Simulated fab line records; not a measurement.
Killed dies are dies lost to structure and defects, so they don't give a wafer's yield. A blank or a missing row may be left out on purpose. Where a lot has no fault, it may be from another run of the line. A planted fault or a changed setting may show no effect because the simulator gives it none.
Check for tools in common :: flow nandHarc :: Sampled: 3 lots, 9 wafers

== REASON FOR OPENING ==
Flagged at NHARC_END_SORT_01: reading killedAtPeriphery, on 1 of 3 lots. Fault-free wafers read 3.2, with a standard deviation of 2.3.
Rule: a lot is flagged when every wafer of it that has a number lies more than 4 standard deviations from that mean, or none has a number. The other lots count as sound.

lot: L627
measured: day 20 00:19
on: prober-01
killedAtPeriphery, wafer by wafer: 658 658 645
flag: FLAGGED

lot: L640
measured: day 23 02:31
on: prober-02
killedAtPeriphery, wafer by wafer: 1 5 2
flag: 

lot: L642
measured: day 23 17:43
on: prober-02
killedAtPeriphery, wafer by wafer: 3 7 6
flag: 
The numbers of the flagged lots are 653.7 on average: +650.5 against the usual, or +99 or more standard deviations.

== LOT BY LOT: THE TOOL USED ==
The record holds 4 process steps before the reading, out of a route of 1159 steps. Cell contents, in order: the tool; ch with the chambers the sampled wafers went through; the start.
lot: L627
flag: FLAGGED
NHARC_P_GATE_DESCUM_31: rieDiel-11 ch 0,1,3, day 5 05:43
NHARC_P_GATE_ETCH_104: rieDiel-11 ch 2,3, day 5 05:47
NHARC_P_GATE_STRIP_101: rieDiel-01 ch 0,2,3, day 5 16:31
NHARC_P_GATE_EXPOSE_43: krfScanner-03 ch 0, day 5 17:17

lot: L640
flag: 
NHARC_P_GATE_DESCUM_31: rieDiel-11 ch 0,1,3, day 8 13:43
NHARC_P_GATE_ETCH_104: rieDiel-11 ch 0,3, day 8 13:50
NHARC_P_GATE_STRIP_101: rieDiel-01 ch 0,1,2, day 9 00:40
NHARC_P_GATE_EXPOSE_43: krfScanner-02 ch 0, day 9 01:26

lot: L642
flag: 
NHARC_P_GATE_DESCUM_31: rieDiel-11 ch 0,1,3, day 8 19:14
NHARC_P_GATE_ETCH_104: rieDiel-11 ch 0,1, day 8 19:17
NHARC_P_GATE_STRIP_101: rieDiel-01 ch 1,2, day 9 06:16
NHARC_P_GATE_EXPOSE_43: krfScanner-02 ch 0, day 9 06:55
What is done by these steps:
- NHARC_P_GATE_DESCUM_31: chemistry O2, time 3 s.
- NHARC_P_GATE_ETCH_104: etches the open film in CF4/CHF3, target depth 60 nm.
- NHARC_P_GATE_STRIP_101: strips in O2, time 20 s.
- NHARC_P_GATE_EXPOSE_43: exposes mask P NSD, target cd 720 nm.
- NHARC_END_SORT_01

== FLAGGED OVER TOTAL, TOOL BY TOOL (the gauges that took the reading come last) ==
step: NHARC_P_GATE_DESCUM_31
tool: rieDiel-11
lots run: 3
flagged: 1
share of the flagged lots: all
sound lots run after its first flagged lot: 2 (L640,L642)

step: NHARC_P_GATE_ETCH_104
tool: rieDiel-11
lots run: 3
flagged: 1
share of the flagged lots: all
sound lots run after its first flagged lot: 2 (L640,L642)

step: NHARC_P_GATE_STRIP_101
tool: rieDiel-01
lots run: 3
flagged: 1
share of the flagged lots: all
sound lots run after its first flagged lot: 2 (L640,L642)

step: NHARC_P_GATE_EXPOSE_43
tool: krfScanner-02
lots run: 2
flagged: 0
share of the flagged lots: none
sound lots run after its first flagged lot: -

step: NHARC_P_GATE_EXPOSE_43
tool: krfScanner-03
lots run: 1
flagged: 1
share of the flagged lots: all
sound lots run after its first flagged lot: 0

step: NHARC_END_SORT_01
tool: prober-01
lots run: 1
flagged: 1
share of the flagged lots: all
sound lots run after its first flagged lot: 0

step: NHARC_END_SORT_01
tool: prober-02
lots run: 2
flagged: 0
share of the flagged lots: none
sound lots run after its first flagged lot: -

== WHAT THE TABLE PERMITS ==
5 rows of the table ran every flagged lot: rieDiel-11 at NHARC_P_GATE_DESCUM_31, rieDiel-11 at NHARC_P_GATE_ETCH_104, rieDiel-01 at NHARC_P_GATE_STRIP_101, krfScanner-03 at NHARC_P_GATE_EXPOSE_43, prober-01 at NHARC_END_SORT_01.
- rieDiel-11 at NHARC_P_GATE_DESCUM_31 ran 3 lots, 1 of them flagged. Sound lots ran on it after the first flagged one (L640, L642), which a lasting fault on the whole tool wouldn't allow.
- rieDiel-11 at NHARC_P_GATE_ETCH_104 ran 3 lots, 1 of them flagged. Sound lots ran on it after the first flagged one (L640, L642), which a lasting fault on the whole tool wouldn't allow.
- rieDiel-01 at NHARC_P_GATE_STRIP_101 ran 3 lots, 1 of them flagged. Sound lots ran on it after the first flagged one (L640, L642), which a lasting fault on the whole tool wouldn't allow.
- krfScanner-03 at NHARC_P_GATE_EXPOSE_43: 1 of its 1 lot flagged. The start can't be narrowed down: in this sample, it ran no sound lot prior to its first flagged lot.
- prober-01 at NHARC_END_SORT_01: 1 of its 1 lot flagged. The start can't be narrowed down: in this sample, it ran no sound lot prior to its first flagged lot.
A lot count leaves these 2 tools indistinguishable: every one of them fits a fault beginning at some hour. More lots, or a look at what each step does to the wafer, might.

== WHAT THE SIMULATOR HAD INSERTED ==
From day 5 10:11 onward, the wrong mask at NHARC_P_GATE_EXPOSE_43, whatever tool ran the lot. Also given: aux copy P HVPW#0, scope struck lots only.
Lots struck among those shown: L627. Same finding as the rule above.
